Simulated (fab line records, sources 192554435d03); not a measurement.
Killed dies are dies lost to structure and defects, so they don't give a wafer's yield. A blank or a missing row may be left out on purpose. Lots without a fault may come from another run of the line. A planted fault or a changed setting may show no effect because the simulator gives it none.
Split-lot experiment | flow n5_finfet | 7 lots, 39 wafers read, on a route of 1938 steps

THE SPLIT
At N5_BEOL_M1_PECVD_72 (deposits SiO2 from TEOS/O2, target thk 16 nm, time 18 s), the setting time_s was moved away from the recipe's 18 s on 9 of the 39 wafers read, by -43.4% to +53.7%. The other wafers ran this setting at the recipe's value.

The reading is taken at the split's own step.

THE READING
SiO2_of_BEOL_M1_PECVD_72.thk_nm (the simulator's own value, which no gauge read), in nm, at N5_BEOL_M1_PECVD_72 (deposits SiO2 from TEOS/O2, target thk 16 nm, time 18 s). The file gives no usual value for it. The 30 wafers here that ran the recipe average 16.1 nm, standard deviation 0.28 nm.

wafer  | tool, chamber at the split | time_s as run, s | against the recipe | SiO2_of_BEOL_M1_PECVD_72.thk_nm, nm | against lot-mates on the recipe
L079.1 | pecvd-02, 2,1,0            | 18               | recipe             | 16.2                                | -
L079.4 | pecvd-02, 2,1,0            | 18               | recipe             | 16.2                                | -
L079.6 | pecvd-02, 2,1,0            | 18               | recipe             | 16.2                                | -
L079.2 | pecvd-02, 1                | 12.25            | -31.9%             | 11                                  | -5.2
L079.3 | pecvd-02, 0                | 12.25            | -31.9%             | 11.2                                | -5.0
L079.5 | pecvd-02, 2                | 12.25            | -31.9%             | 11.4                                | -4.8
L080.1 | pecvd-03, 1,2              | 18               | recipe             | 15.8                                | -
L080.2 | pecvd-03, 1,2              | 18               | recipe             | 15.8                                | -
L080.3 | pecvd-03, 0                | 18               | recipe             | 15.4                                | -
L080.4 | pecvd-03, 0                | 18               | recipe             | 16                                  | -
L080.5 | pecvd-03, 1                | 18               | recipe             | 15.6                                | -
L080.6 | pecvd-03, 2                | 18               | recipe             | 16.2                                | -
L081.1 | pecvd-04, 0                | 18               | recipe             | 15.8                                | -
L081.2 | pecvd-04, 2,1              | 27.66            | +53.7%             | 24.6                                | +8.5
L081.5 | pecvd-04, 2,1              | 27.66            | +53.7%             | 24.6                                | +8.5
L081.3 | pecvd-04, 1                | 27.66            | +53.7%             | 24.4                                | +8.3
L081.4 | pecvd-04, 2                | 18               | recipe             | 16.4                                | -
L081.6 | pecvd-04, 0                | 18               | recipe             | 16.2                                | -
L083.1 | pecvd-04, 2,1,0,1          | 18               | recipe             | 16.2                                | -
L083.2 | pecvd-04, 2,1,0,1          | 18               | recipe             | 16.2                                | -
L083.5 | pecvd-04, 2,1,0,1          | 18               | recipe             | 16.2                                | -
L083.6 | pecvd-04, 2,1,0,1          | 18               | recipe             | 16.2                                | -
L083.3 | pecvd-04, 0                | 18               | recipe             | 16                                  | -
L083.4 | pecvd-04, 2                | 18               | recipe             | 16.4                                | -
L093.1 | pecvd-04, 2,1              | 18               | recipe             | 16.2                                | -
L093.6 | pecvd-04, 2,1              | 18               | recipe             | 16.2                                | -
L093.2 | pecvd-04, 0                | 18               | recipe             | 16                                  | -
L093.3 | pecvd-04, 1                | 18               | recipe             | 15.8                                | -
L093.4 | pecvd-04, 2,0              | 18               | recipe             | 16.4                                | -
L093.5 | pecvd-04, 2,0              | 18               | recipe             | 16.4                                | -
L096.1 | pecvd-02, 0,1              | 18               | recipe             | 16                                  | -
L096.3 | pecvd-02, 0,1              | 18               | recipe             | 16                                  | -
L096.4 | pecvd-02, 1                | 18               | recipe             | 16.4                                | -
L094.1 | pecvd-04, 1                | 18               | recipe             | 16.2                                | -
L094.2 | pecvd-04, 2                | 10.18            | -43.4%             | 9.8                                 | -6.7
L094.3 | pecvd-04, 0                | 10.18            | -43.4%             | 9.2                                 | -7.3
L094.4 | pecvd-04, 0                | 18               | recipe             | 16.4                                | -
L094.5 | pecvd-04, 1                | 10.18            | -43.4%             | 9.4                                 | -7.1
L094.6 | pecvd-04, 2                | 18               | recipe             | 16.8                                | -
Where a row lists several chambers, the file gives one row for several wafers and doesn't say which wafer went through which chamber.

THE FIT
A straight line over all 39 wafers: SiO2_of_BEOL_M1_PECVD_72.thk_nm changes by +0.155 nm for each +1% of time_s; r = +1.00; the points scatter about the line by 0.27 nm.
The same after taking each lot's own level away (the mean of its wafers on the recipe; 39 wafers): +0.158 nm for each +1%; r = +1.00; scatter 0.21 nm.
On that fit, the largest move of time_s shifts the reading by 8.5 nm.
The lots' own levels span 15.80 to 16.47 nm, that is 2.4 times the standard deviation above.
So the lot-to-lot level changes the slope little: the two slopes agree.
Check: with one of the wafers moved furthest among these (+53.7%) left out of the fit, the line predicts +8.46 nm for it against its lot-mates. It came out at +8.47 nm against them.

OTHER SPLITS ON THESE WAFERS
These wafers also went through other splits before the reading. Each is held against what the fit with the lots' levels taken away leaves over:
other split on the same wafers   | wafers away from the commonest value | r with SiO2_of_BEOL_M1_PECVD_72.thk_nm (lot level and that fit taken away)
N5_ZERO_LAYER_PECVD_02 time_s    | 18                                   | -0.09
N5_FIN_SAQP_HM_DEP_72 time_s     | 9                                    | -0.01
N5_SPACER0_ALD_00 ald_cycles     | 15                                   | +0.00
N5_HKMG_FIN_HK_ALD_01 ald_cycles | 18                                   | -0.19
N5_GATE_CUT_ALD_22 ald_cycles    | 12                                   | -0.01

THE FILE'S OWN FIT
SiO2_of_BEOL_M1_PECVD_72.thk_nm changes by +0.158 nm for each +1% of time_s, r = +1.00.
